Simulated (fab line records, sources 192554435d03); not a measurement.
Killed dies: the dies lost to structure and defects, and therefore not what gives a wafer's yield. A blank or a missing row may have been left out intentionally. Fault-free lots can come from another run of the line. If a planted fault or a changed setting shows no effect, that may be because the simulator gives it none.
One fault seen from 2 desks / flow n5 finfet / each desk holds nothing but its own numbers, with what lay behind them at the end

THE METROLOGY DESK
What the gauges read for every lot (on any tool): the sampled wafers with a number, averaged. A lot is out of limits, marked OUT, if its mean lies more than 4 standard deviations from the usual mean; the brackets give that distance. Shown are 7 of the 14 readings it has, namely the first that went out of limits plus those furthest out on some lot.
Columns: A = thk nm at N5_SD_EPI_N_EPI_MEAS_23, usual 58.9 nm; B = RS_SD_N at N5_SD_ACTIVATION_RS_MEAS_03, usual 22.0 ohm/sq; C = RS_SD_P at N5_SD_ACTIVATION_RS_MEAS_03, usual 56.3 ohm/sq; D = DIBL_P at N5_BEOL_M4_RC_MEAS_101, usual 36.2 mV/V; E = ION_N at N5_BEOL_M4_RC_MEAS_101, usual 675 uA/um; F = RS_SD_N at N5_BEOL_M4_RC_MEAS_101, usual 28.5 ohm/sq; G = SS_P at N5_BEOL_M4_RC_MEAS_101, usual 73.2 mV/dec
lot=L870; first seen here=day 3 20:22; A=58.5; B=21.8; C=55.8; D=36.8; E=686; F=28.6; G=73.6
lot=L871; first seen here=day 3 20:34; A=58.1; B=22.1; C=57.0; D=37.6; E=678; F=28.6; G=73.6
lot=L872; first seen here=day 4 07:49; A=58.2; B=21.8; C=56.1; D=34.3; E=673; F=28.2; G=72.9
lot=L875; first seen here=day 4 16:24; A=59.2; B=21.8; C=56.8; D=36.2; E=673; F=28.1; G=72.7
lot=L874; first seen here=day 4 17:30; A=57.6; B=22.2; C=54.3; D=38.7; E=681; F=28.9; G=73.6
lot=L877; first seen here=day 5 08:14; A=58.7; B=22.2; C=57.8; D=35.1; E=664; F=28.9; G=72.3
lot=L886; first seen here=day 7 10:44; A=49.7 (-8.3) OUT; B=25.8 (+13) OUT; C=56.9; D=34.5; E=656; F=33.1 (+13) OUT; G=73.3
lot=L889; first seen here=day 8 06:29; A=51.2 (-7.0) OUT; B=25.7 (+12) OUT; C=58.2; D=37.1; E=669; F=33.5 (+14) OUT; G=72.8
Finding of this desk: L886, L889 out of limits; the first was L886 at day 7 10:44, on thk nm at N5_SD_EPI_N_EPI_MEAS_23. L870, L871, L872, L875, L874, L877 stayed within limits.

FOR THE TOOL OWNER'S DESK: epi rpcvd-01
The tool's own readings at N5_SD_EPI_N_EPI_21 (deposits Si:P, time 690 s): means of the sampled wafers that have a number, for each lot that ran on this tool. A lot is out of limits, marked OUT, if its mean lies more than 4 standard deviations from the usual mean; the brackets give that distance.
Columns: A = lamp inner pct at N5_SD_EPI_N_EPI_21, usual 17.6 %; B = susceptor temp C at N5_SD_EPI_N_EPI_21, usual 680.0 C; C = susceptor_temp_C_max at N5_SD_EPI_N_EPI_21, usual 681.5
lot=L870; first seen here=day 3 18:40; A=18.0; B=680.1; C=681.7
lot=L875; first seen here=day 4 14:58; A=18.1; B=680.2; C=681.8
lot=L886; first seen here=day 7 09:17; A=17.7; B=671.0 (-27) OUT; C=672.4 (-17) OUT
lot=L889; first seen here=day 8 04:13; A=17.4; B=671.3 (-25) OUT; C=673.0 (-15) OUT
Finding of this desk: L886, L889 out of limits; the first was L886 at day 7 09:17, on susceptor temp C at N5_SD_EPI_N_EPI_21. L870, L875 stayed within limits.

TAKEN TOGETHER
On L886, L889, at day 7 09:17, an alarm was possible from the tool owner's desk.
An alarm was possible from the metrology desk at day 7 10:44, on L886, L889.
N5_SD_EPI_N_EPI_21 was run on epi rpcvd-01 by each of the lots named.

WHAT THE SIMULATOR PUT IN
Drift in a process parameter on epi rpcvd-01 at N5_SD_EPI_N_EPI_21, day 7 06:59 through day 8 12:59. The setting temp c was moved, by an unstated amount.
Shown lots that were struck: L886, L889.
Time in hours from fault onset to the first out-of-limits reading at each desk: tool owner's desk 2, metrology desk 4.
